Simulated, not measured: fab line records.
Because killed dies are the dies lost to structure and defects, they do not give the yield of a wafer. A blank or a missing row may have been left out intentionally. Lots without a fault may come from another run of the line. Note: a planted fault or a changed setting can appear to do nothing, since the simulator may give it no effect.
The tool behind it: which one? -- flow n5 finfet -- 11 lots, 30 wafers sampled, at 2 steps of a route of 1938

== WHAT EACH GAUGE READ, for each wafer ==
N5_MIM_BOT_LITHO_INSPECT_12: inspects for defects (macro).
lot,measured,on,raw defect count
L993,day 11 12:01,defect inspect-02,5 6 1
L994,day 11 12:20,defect inspect-02,0 3 4
L995,day 12 08:59,defect inspect-01,1 4 4
L996,day 12 02:16,defect inspect-02,3 4 3
L103,day 14 02:22,defect inspect-01,4 0 2
L105,day 14 06:07,defect inspect-01,3 1
L109,day 15 18:38,defect inspect-01,0 4
L110,day 15 22:07,defect inspect-02,4 0
L112,day 16 08:34,defect inspect-01,0 0 1
L114,day 16 18:00,defect inspect-01,0 1 0
L116,day 17 15:25,defect inspect-01,2 1 1

== TOOL THAT RAN EACH LOT (tool first, then ch and the chambers of the sampled wafers, then the start) ==
lot,N5_SD_EPI_N_ETCH_35
L993,"rie diel-01 ch 0,1,2, day 3 01:20"
L994,"rie diel-04 ch 1,2, day 3 06:58"
L995,"rie diel-02 ch 0,2, day 3 14:22"
L996,"rie diel-04 ch 0,1, day 3 20:38"
L103,"rie diel-01 ch 0,1,3, day 5 13:20"
L105,"rie diel-01 ch 2,3, day 6 00:51"
L109,"rie diel-04 ch 2,3, day 7 01:48"
L110,"rie diel-02 ch 1,2, day 7 07:34"
L112,"rie diel-04 ch 0,2,3, day 7 19:46"
L114,"rie diel-04 ch 0,1,2, day 8 05:13"
L116,"rie diel-04 ch 1,2,3, day 8 19:37"
- N5_SD_EPI_N_ETCH_35: etches SOC in N2/H2, overetch 108 nm, time 486 s.

== THE ANSWER, worked out from the rows above alone ==
Rule: the lots themselves supply what counts as usual. Put in order of their means at a reading, lots are off if they are a third of the lots or fewer, leave a main group of 4 or more, and stand apart from it by a gap of 3 or more times the standard deviation of the main group's means; of several such gaps the widest counts. The tables above print the reading to a certain number of digits; a main group whose means all agree to those digits is not used. A lot without any number at a reading at which 4 lots or more have one is off too. All remaining lots with rows at the step are treated as sound.
No lot is off on any of the readings shown, so nothing can be concluded from this.

== WHAT THE SIMULATOR HAD PUT IN ==
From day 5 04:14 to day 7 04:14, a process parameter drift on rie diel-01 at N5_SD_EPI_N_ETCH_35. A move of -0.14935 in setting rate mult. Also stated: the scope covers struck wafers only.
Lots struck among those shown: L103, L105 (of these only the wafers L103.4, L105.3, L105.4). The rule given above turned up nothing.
